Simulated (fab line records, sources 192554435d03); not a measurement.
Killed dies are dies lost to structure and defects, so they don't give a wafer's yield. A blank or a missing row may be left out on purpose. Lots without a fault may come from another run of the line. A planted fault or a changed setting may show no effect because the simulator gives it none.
Chamber matching | flow n5_finfet | N5_BEOL_M5_ETCH_68 on rie_diel-01: 4 sister chambers
The step etches SOC in N2/H2, target depth 80 nm, overetch 16 nm, time 120 s. 8 wafers are shown with their chamber, then 8 later ones without.

WAFERS WITH THEIR CHAMBER
wafer  | chamber | showerhead_plenum_p_Torr (Torr) | throttle_valve_pct (%)
L082.5 | 1       | 2.69                            | 17.32
L087.1 | 3       | 2.48                            | 17.19
L087.2 | 1       | 2.69                            | 17.34
L089.1 | 3       | 2.47                            | 17.20
L088.1 | 0       | 2.55                            | 17.62
L088.4 | 2       | 2.60                            | 17.81
L088.6 | 0       | 2.55                            | 17.62
L090.3 | 2       | 2.60                            | 17.80

WAFERS WITHOUT THEIR CHAMBER
wafer  | showerhead_plenum_p_Torr (Torr) | throttle_valve_pct (%)
L090.4 | 2.55                            | 17.65
L090.6 | 2.55                            | 17.64
L091.2 | 2.68                            | 17.38
L091.4 | 2.55                            | 17.65
L091.6 | 2.59                            | 17.81
L097.1 | 2.46                            | 17.24
L097.2 | 2.59                            | 17.85
L097.3 | 2.54                            | 17.68

WHICH CHAMBER EACH WENT THROUGH
wafer  | from the rows above | in truth
L090.4 | 0                   | 0
L090.6 | 0                   | 0
L091.2 | 1                   | 1
L091.4 | 0                   | 0
L091.6 | 2                   | 2
L097.1 | 3                   | 3
L097.2 | 2                   | 2
L097.3 | 0                   | 0
Placed correctly: 8 of 8. Can't be placed from these rows: 0. Placed wrongly: 0.
How it was worked out, from the rows above alone: a wafer's distance from a chamber is the root of the sum, over the readings, of the square of ((its reading less the chamber's mean) divided by the reading's scatter). The wafer belongs to the nearest chamber; if the next one is less than 2 further off, it can't be placed. A chamber's mean is the mean of its shown wafers. The scatter: the root of (the sum of the squares of (reading less its chamber's mean) over the shown wafers, divided by (wafers less chambers)).
